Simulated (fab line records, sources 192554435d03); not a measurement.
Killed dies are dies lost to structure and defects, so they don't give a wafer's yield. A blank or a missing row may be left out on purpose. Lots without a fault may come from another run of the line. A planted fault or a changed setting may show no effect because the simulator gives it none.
Chamber matching | flow n5_finfet | N5_BEOL_M5_ALD_86 on ald_metal-04: 4 sister chambers
The step deposits TaN, pulse time 2 s, purge time 3 s, co reactant purge time 2 s. 18 wafers are shown with their chamber, then 9 later ones without.

WAFERS WITH THEIR CHAMBER
wafer  | chamber | heater_power_w (W) | chamber_pressure_Torr (Torr)
L076.1 | 2       | 395                | 2.999
L076.3 | 3       | 447                | 3.006
L076.5 | 3       | 441                | 3.012
L074.2 | 2       | 394                | 3.003
L074.3 | 0       | 423                | 2.994
L074.5 | 2       | 379                | 2.993
L075.1 | 3       | 442                | 2.990
L075.3 | 1       | 430                | 2.999
L075.5 | 1       | 432                | 2.993
L079.1 | 0       | 413                | 3.001
L079.3 | 3       | 444                | 3.008
L079.6 | 0       | 423                | 3.001
L086.1 | 3       | 432                | 3.008
L086.3 | 1       | 435                | 3.004
L086.4 | 0       | 420                | 3.000
L087.1 | 0       | 422                | 2.998
L087.3 | 1       | 431                | 2.987
L087.6 | 1       | 435                | 3.004

SIGNATURES (means of the wafers above)
reading               | chamber 0 | chamber 1 | chamber 2 | chamber 3 | scatter within a chamber
heater_power_w        | 420.20    | 432.60    | 389.33    | 441.20    | 5.21
chamber_pressure_Torr | 2.99880   | 2.99740   | 2.99833   | 3.00480   | 0.00652
Rule: a wafer's distance from a chamber is the root of the sum, over the readings, of the square of ((its reading less the chamber's mean) divided by the reading's scatter). The wafer belongs to the nearest chamber; if the next one is less than 2 further off, it can't be placed. The scatter: the root of (the sum of the squares of (reading less its chamber's mean) over the shown wafers, divided by (wafers less chambers)).

WAFERS WITHOUT THEIR CHAMBER
wafer  | heater_power_w (W) | chamber_pressure_Torr (Torr)
L088.1 | 434                | 2.998
L088.3 | 394                | 3.002
L088.5 | 428                | 2.990
L095.1 | 429                | 3.002
L095.3 | 444                | 3.007
L095.4 | 423                | 2.989
L096.1 | 422                | 3.009
L096.3 | 428                | 2.994
L096.4 | 440                | 3.008

WHICH CHAMBER EACH WENT THROUGH
wafer  | from the rows above          | in truth
L088.1 | can't be placed: 1 or 3      | 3
L088.3 | 2                            | 2
L088.5 | can't be placed: 1 or 0 or 3 | 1
L095.1 | can't be placed: 1 or 0 or 3 | 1
L095.3 | 3                            | 3
L095.4 | can't be placed: 0 or 1      | 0
L096.1 | can't be placed: 0 or 1      | 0
L096.3 | can't be placed: 1 or 0      | 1
L096.4 | can't be placed: 3 or 1      | 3
Placed correctly: 2 of 9. Can't be placed from these rows: 7 (the true chamber is among the candidates in 7). Placed wrongly: 0.
